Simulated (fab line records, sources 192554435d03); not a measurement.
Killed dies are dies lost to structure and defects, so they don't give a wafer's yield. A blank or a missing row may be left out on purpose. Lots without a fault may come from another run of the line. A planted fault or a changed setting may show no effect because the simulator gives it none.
A struck lot beside a sound one | flow n5_finfet | 43 steps out of a route of 1938
Sound: wafers L682.1, L682.3, L682.6. Struck: wafers L695.3, L695.5, L695.6. The cause comes at the end.
At each step with rows: each side's tool, then ch and its chambers, then its first start. Under that, the readings that differ: sound wafers | struck wafers | difference of the means | sigmas: that difference in standard deviations of wafers without a fault.
alike: readings whose means differ by less than 2 such deviations, and words and numbers that are the same on both sides. not compared: withheld readings, readings that some wafer has no value for, bounds like >300 that may hide the same value, and numbers for which the record gives no deviation and whose values overlap.
The two part at a step that has a row with sigmas, a row that says differs or no value, or rows on one side only. Numbers that don't overlap but have no deviation are shown without sigmas and don't part them. A reading that every wafer of one side lacks parts them only if that side has two wafers or more.

first, 3 steps without rows for these wafers: N5_BEOL_M2_STRIP_36 (strips in N2/H2); N5_BEOL_M2_TRENCH_ETCH_37 (etches SiOC in C4F6/O2, target depth 55.555 nm, time 29.2 s); N5_BEOL_M2_ETCH_41 (etches SiCN in CH3F/O2, target depth 29.9 nm, time 52.5 s).
N5_BEOL_M2_STRIP_97: strips in N2/H2, time 10 s.
  sound on rie_diel-01 ch 0,1,2; struck on rie_diel-02 ch 0,1,3
  alike: drypump_motor_current_A, oes_product_au, rf_vpp_V, showerhead_plenum_p_Torr, throttle_valve_pct
  not compared: rf_hours_counter_h
N5_BEOL_M2_OCD_MEAS_38:
  sound on ocd-02, day 7 13:03; struck on ocd-02, day 10 17:20
  alike: trench_depth_nm
then, 4 steps without rows for these wafers: N5_BEOL_M2_HM_STRIP_39 (strips TiN in peroxide tin strip, target depth 25 nm, time 158 s); N5_BEOL_M2_SRD_40 (time 30 s); N5_BEOL_M2_PRECLEAN_42 (cleans in residue remover, time 60 s); N5_BEOL_M2_SRD_43 (time 30 s).
N5_BEOL_M2_CD_MEAS_35: target cd 18 nm, target cd y 22.2 nm.
  sound on cd_sem-02, day 7 13:13; struck on cd_sem-03, day 10 17:29
  alike: cd_nm
then, 2 steps without rows for these wafers: N5_BEOL_M2_DEGAS_44 (time 60 s); N5_BEOL_M2_PRE_CLEAN_45 (time 30 s).
N5_BEOL_M2_ALD_84: deposits TaN, pulse time 2 s, purge time 3 s, co reactant purge time 2 s.
  sound on ald_metal-01 ch 1,2,3, day 7 13:35; struck on ald_metal-01 ch 2,3, day 10 18:11
  reading    | sound    | struck   | difference | sigmas
  ald_cycles | 30 30 30 | 34 34 34 | +4         |
  alike: heater_power_w, mfc_carrier_sccm
then, 8 steps without rows for these wafers: N5_BEOL_M2_SURFACE_TREAT_85; N5_BEOL_M2_CVD_47 (deposits Co from CCTBA/H2, target thk 3 nm, time 223.8 s); N5_BEOL_M2_SPUTTER_48 (material Cu, target thk 4.5 nm, time 8.29 s); N5_BEOL_M2_ANNEAL_49 (time 240 s); N5_BEOL_M2_SPUTTER_79 (material Cu, target thk 4.5 nm, time 8.29 s); N5_BEOL_M2_ANNEAL_80 (time 240 s); N5_BEOL_M2_SPUTTER_81 (material Cu, target thk 4.5 nm, time 8.29 s); N5_BEOL_M2_ANNEAL_82 (time 240 s).
N5_BEOL_M2_SPUTTER_86: material Cu, target thk 4.5 nm, time 8.29 s.
  sound on pvd_sputter-03, day 7 15:14; struck on pvd_sputter-03, day 10 19:28
  alike: chuck_gas_flow_sccm, throttle_valve_pct
then, 1 step without rows for these wafers: N5_BEOL_M2_ANNEAL_87 (time 240 s).
N5_BEOL_M2_SPUTTER_88: material Cu, target thk 4.5 nm, time 8.29 s.
  sound on pvd_sputter-03, day 7 15:27; struck on pvd_sputter-03, day 10 19:41
  alike: chuck_gas_flow_sccm, throttle_valve_pct
then, 3 steps without rows for these wafers: N5_BEOL_M2_ANNEAL_89 (time 240 s); N5_BEOL_M2_SPUTTER_90 (material Cu, target thk 4.5 nm, time 8.29 s); N5_BEOL_M2_ANNEAL_91 (time 240 s).
N5_BEOL_M2_SPUTTER_92: material Cu, target thk 4.5 nm, time 8.29 s.
  sound on pvd_sputter-03, day 7 15:53; struck on pvd_sputter-03, day 10 20:07
  reading                    | sound          | struck         | difference | sigmas
  chuck_gas_flow_sccm (sccm) | 1.27 1.29 1.32 | 1.18 1.19 1.12 | -0.13      | -2
  alike: throttle_valve_pct
then, 7 steps without rows for these wafers: N5_BEOL_M2_ANNEAL_93 (time 240 s); N5_BEOL_M2_SPUTTER_94 (material Cu, target thk 4.5 nm, time 8.29 s); N5_BEOL_M2_ANNEAL_95 (time 240 s); N5_BEOL_M2_SPUTTER_96 (material Cu, target thk 4.5 nm, time 8.29 s); N5_BEOL_M2_ECD_50 (material Cu, target thk 300 nm); N5_BEOL_M2_ANNEAL_51 (time 90 s); N5_BEOL_M2_CMP_52 (polishes, stops on SiOC, t overpolish 6.8 s, target thk 40 nm).
N5_BEOL_M2_THK_MEAS_53: measures by xrf.
  sound on film_metro-01, day 7 17:07; struck on film_metro-01, day 10 21:21
  reading     | sound          | struck         | difference | sigmas
  M2_THK (nm) | 38.3 37.8 38.1 | 42.2 41.0 41.8 | +3.6       | +2
N5_BEOL_M2_PRE_CLEAN_60: time 15 s.
  sound on cvd_co-02 ch 0,2, day 7 17:21; struck on cvd_co-02 ch 0,1,2, day 10 21:23
  alike: heater_power_w
then, 3 steps without rows for these wafers: N5_BEOL_M2_CO_CAP_55 (material Co, precursor CCTBA/H2, target thk 2 nm, time 102.1 s); N5_BEOL_M2_PRE_CLEAN_56 (time 15 s); N5_BEOL_M2_DEP_57 (deposits SiCN from 3MS/NH3, target thk 8 nm, time 14 s).
N5_BEOL_M2_RS_MEAS_58: measures by four-point-probe.
  sound on film_metro-02, day 7 17:35; struck on film_metro-02, day 10 21:37
  reading        | sound          | struck         | difference | sigmas
  M2_RS (ohm/sq) | 0.70 0.71 0.70 | 0.62 0.65 0.63 | -0.07      | -2
N5_BEOL_M2_INSPECT_59: inspects for defects (darkfield).
  sound on defect_inspect-02, day 7 17:36; struck on defect_inspect-02, day 10 21:38
  alike: raw_defect_count
N5_BEOL_M4_RC_MEAS_101:
  sound on prober-01 ch 0, day 8 17:27; struck on prober-01 ch 0, day 11 23:42
  reading                      | sound       | struck      | difference | sigmas
  CHAIN_V1 (ohm/link)          | 232 226 244 | 266 255 237 | +19        | +3
  CHAIN_V1_max_site (ohm/link) | 237 232 249 | 275 265 245 | +22        | +3
  alike: DIBL_N, DIBL_P, IOFF_N, IOFF_P, ION_N, ION_P, SS_N, SS_P, VT_N, VT_P

WHERE THEY PART
First at N5_BEOL_M2_SPUTTER_92; last, within this record, at N5_BEOL_M4_RC_MEAS_101.

WHY: what the simulator had put in
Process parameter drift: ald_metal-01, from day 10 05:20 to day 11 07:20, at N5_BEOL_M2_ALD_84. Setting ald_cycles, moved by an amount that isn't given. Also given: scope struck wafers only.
